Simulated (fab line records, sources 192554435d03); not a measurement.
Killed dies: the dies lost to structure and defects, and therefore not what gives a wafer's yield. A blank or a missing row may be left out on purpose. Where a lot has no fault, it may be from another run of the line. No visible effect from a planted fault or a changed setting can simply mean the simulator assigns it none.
2 desks, one fault | flow n5-finfet | numbers are kept per desk, each desk with only its own; the story behind them comes last

AT THE TOOL OWNER'S DESK: plasma-asher-01
The tool's own readings at N5_STI_FIN_REVEAL_OXIDATION_33 (chemistry O2 PLASMA REMOTE, time 20 s): means of the sampled wafers that have a number, for each lot that ran on this tool. The brackets show how far a lot's mean lies from the usual mean; more than 4 standard deviations puts the lot out of limits, marked OUT.
Columns: A = chamber-pressure-mTorr at N5_STI_FIN_REVEAL_OXIDATION_33, usual 1000.1 mTorr; B = drypump-motor-current-A at N5_STI_FIN_REVEAL_OXIDATION_33, usual 5.6 A; C = heater-power-w at N5_STI_FIN_REVEAL_OXIDATION_33, usual 145 W; D = o2-flow-sccm at N5_STI_FIN_REVEAL_OXIDATION_33, usual 3002 sccm; E = temp-c at N5_STI_FIN_REVEAL_OXIDATION_33, usual 150.01 C
lot  | first seen here | A      | B   | C   | D    | E
L229 | day 3 04:15     | 1000.6 | 5.4 | 145 | 2997 | 149.91
L232 | day 3 20:02     | 998.8  | 5.2 | 144 | 3005 | 150.00
L247 | day 7 16:22     | 999.9  | 5.2 | 147 | 3009 | 150.00
L249 | day 8 03:02     | 1000.4 | 5.1 | 142 | 3020 | 150.04
L250 | day 8 07:37     | 1000.3 | 5.7 | 152 | 3007 | 149.91
This desk found nothing out of limits on any of the 5 lots.

THE METROLOGY DESK
Means of the sampled wafers that have a number, per lot and without regard to the tool the lot ran on: this is what the gauges read. The brackets show how far a lot's mean lies from the usual mean; more than 4 standard deviations puts the lot out of limits, marked OUT.
Columns: A = cd-nm at N5_STI_FIN_REVEAL_CD_MEAS_22, usual 6.15 nm
lot  | first seen here | A
L229 | day 3 04:25     | 5.80
L232 | day 3 20:13     | 6.04
L237 | day 5 02:05     | 7.30 (+4.1) OUT
L238 | day 5 10:04     | 7.03
L239 | day 5 13:54     | 7.33 (+4.2) OUT
L245 | day 7 02:10     | 6.05
L247 | day 7 16:32     | 6.35
L248 | day 7 22:47     | 6.05
L249 | day 8 03:12     | 6.46
L250 | day 8 07:47     | 6.09
This desk finds L237, L239 out of limits, L237 being first, at day 5 02:05 (cd-nm at N5_STI_FIN_REVEAL_CD_MEAS_22). Within limits: L229, L232, L238, L245, L247, L248, L249, L250.

ALL TOGETHER
An alarm was possible from the metrology desk at day 5 02:05, on L237, L239.
Nothing out of limits was seen by the tool owner's desk.
The tool owner's desk has no number on record for L237, L239.
On plasma-asher-01, each named lot ran N5_STI_FIN_REVEAL_OXIDATION_33.

WHAT THE SIMULATOR PUT IN
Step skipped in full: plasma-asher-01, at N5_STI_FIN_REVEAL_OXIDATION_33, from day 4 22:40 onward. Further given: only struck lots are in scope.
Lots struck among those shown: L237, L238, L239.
Delay in hours, fault start to first out-of-limits reading, per desk: metrology desk 3.
